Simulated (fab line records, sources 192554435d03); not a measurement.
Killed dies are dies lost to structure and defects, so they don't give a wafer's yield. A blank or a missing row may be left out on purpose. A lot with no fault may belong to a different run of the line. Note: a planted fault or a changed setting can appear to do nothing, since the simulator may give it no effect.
A struck lot beside a sound one	flow n5 finfet	25 steps out of a route of 1938
Sound: wafers L919.1, L919.2, L919.5. The struck wafers were L921.1, L921.4, L921.6. The cause is named last.
Each step with rows lists, per side, the tool, then ch with its chambers, then its first start. Under that, the readings that differ: sound wafers	struck wafers	difference of the means	sigmas: that difference in standard deviations of wafers without a fault.
alike: a reading whose means differ by less than 2 such deviations, as well as words and numbers matching on both sides. not compared: withheld readings; readings where some wafer has no value; bounds like >300 that might hide an equal value; numbers whose values overlap and for which the record gives no deviation.
Wherever a step has rows on one side only, a row that says differs or no value, or a row with sigmas, the two part there. Numbers that have no deviation but don't overlap get no sigmas and don't part them. Lack of a reading on every wafer of one side parts them only where that side has two or more wafers.

first, 9 steps without rows for these wafers: N5_SD_EPI_N_PEB_07 (peb time 60 s); N5_SD_EPI_N_DEVELOP_08 (develop time 30 s); N5_SD_EPI_N_DESCUM_14 (chemistry O2, time 7.9 s); N5_SD_EPI_N_ETCH_34 (etches SiARC in CF4, target depth 45.5 nm, time 75.8 s); N5_SD_EPI_N_ETCH_35 (etches SOC in N2/H2, overetch 108 nm, time 486 s); N5_SD_EPI_N_STRIP_36 (strips in N2/H2); N5_SD_EPI_N_ETCHBACK_44 (etches SiNx in CH3F/O2, stops on SiO2, target depth 14.5 nm); N5_SD_EPI_N_ETCH_45 (etches SiOCN in CH3F/O2, target depth 6 nm); N5_SD_EPI_N_ETCH_16 (etches SiO2 in CHF3/O2, target depth 5 nm).
N5_SD_EPI_N_STRIP_47: strips in CHF3/O2.
  sound on rie diel-01 ch 0,3, day 6 20:29; struck on rie diel-04 ch 0,1,3, day 7 07:10
reading	sound	struck	difference	sigmas
model.SiARC_of_SD_EPI_N_COAT_33.thk nm (nm)	0 0 0	13.2 12.6 11.8	+12.5	
N5_SD_EPI_N_SD_RECESS_17: chemistry HBr/Cl2/O2, target depth 41 nm, time 23.7 s, bt time 3 s.
  sound on rie si-01 ch 0,3, day 6 20:31; struck on rie si-05 ch 1,2,3, day 7 07:12
reading	sound	struck	difference	sigmas
model.SiARC_of_SD_EPI_N_COAT_33.thk nm (nm)	0 0 0	7.8 7.2 6.6	+7.2	
  alike: HBr_flow_sccm, drypump motor current A, oes product au, throttle valve pct
  not compared: rf hours counter h
then, 11 steps without rows for these wafers: N5_SD_EPI_N_STRIP_38 (strips in N2/H2); N5_SD_EPI_N_WET_ETCH_43 (etches SiO2 in dHF, time 14 s, target depth 1.5 nm); N5_SD_EPI_N_STRIP_18 (strips in SPM, time 750 s); N5_SD_EPI_N_SRD_20 (time 30 s); N5_SD_EPI_N_PRECLEAN_48 (cleans in NF3:NH3, afs cycles 2, time 20 s, sublimation time 60 s); N5_SD_EPI_N_VAPOR_ETCH_50 (etches Si in HCl, time 54 s); N5_SD_EPI_N_EPI_21 (deposits Si:P, time 690 s); N5_SD_EPI_N_PRECLEAN_24 (cleans in O3/DIW, time 60 s); N5_SD_EPI_N_SRD_25 (time 30 s); N5_SD_EPI_N_PRECLEAN_49 (cleans in NF3:NH3, afs cycles 1, time 20 s, sublimation time 60 s); N5_SD_EPI_N_LINER_46 (material SiNx, target thk 3 nm).
N5_SD_EPI_N_INSPECT_26: inspects for defects (darkfield).
  sound: defect inspect-02 at day 7 00:31; struck: defect inspect-01 at day 7 10:29
reading	sound	struck	difference	sigmas
raw defect count	198 189 327	6152 6036 6038	+5837	+99 or more
N5_BEOL_M4_RC_MEAS_101:
  the record has rows for the sound wafers here (prober-01 ch 0, day 11 11:28) and none for the struck ones
-- a jump in the record: the struck wafers' starts before and after are 9 days apart (it breaks off in module BEOL_M4 and resumes in module PASSIVATION, where the first step shown is number 1936 of the route) --
N5_PASSIVATION_PROBE_49:
  sound: prober-01 at day 16 04:36; struck: prober-01 at day 16 11:56
reading	sound	struck	difference	sigmas
defect limited yield (%)	95.5	0 0 8.6	-93	-58
killed at front end	22	1123 1143 1024	+1075	+83
killed dies	53	1180 1180 1079	+1093	+58
killed on rim	4	152 152 129	+140	+36
killed open	39	85 55 68	+30	+2
sort_bin_5_function (%)	2.6	95.0 98.0 87.9	+91.0	+83
sort_bin_6_memory (%)	1.6	4.5 1.8 3.1	+1.5	+2
sort n pass	1127	0 0 101	-1093	-55
sort yield pct (%)	95.5	0 0 8.6	-93	-54
  alike: killed_at_M0_to_M3, killed_at_M4_up, killed at contacts, killed at other, killed short, sort_bin_4_leakage

== WHERE THEY PART ==
Earliest at N5_SD_EPI_N_INSPECT_26; latest, in this record, at N5_PASSIVATION_PROBE_49.

WHY: the cause the simulator had injected
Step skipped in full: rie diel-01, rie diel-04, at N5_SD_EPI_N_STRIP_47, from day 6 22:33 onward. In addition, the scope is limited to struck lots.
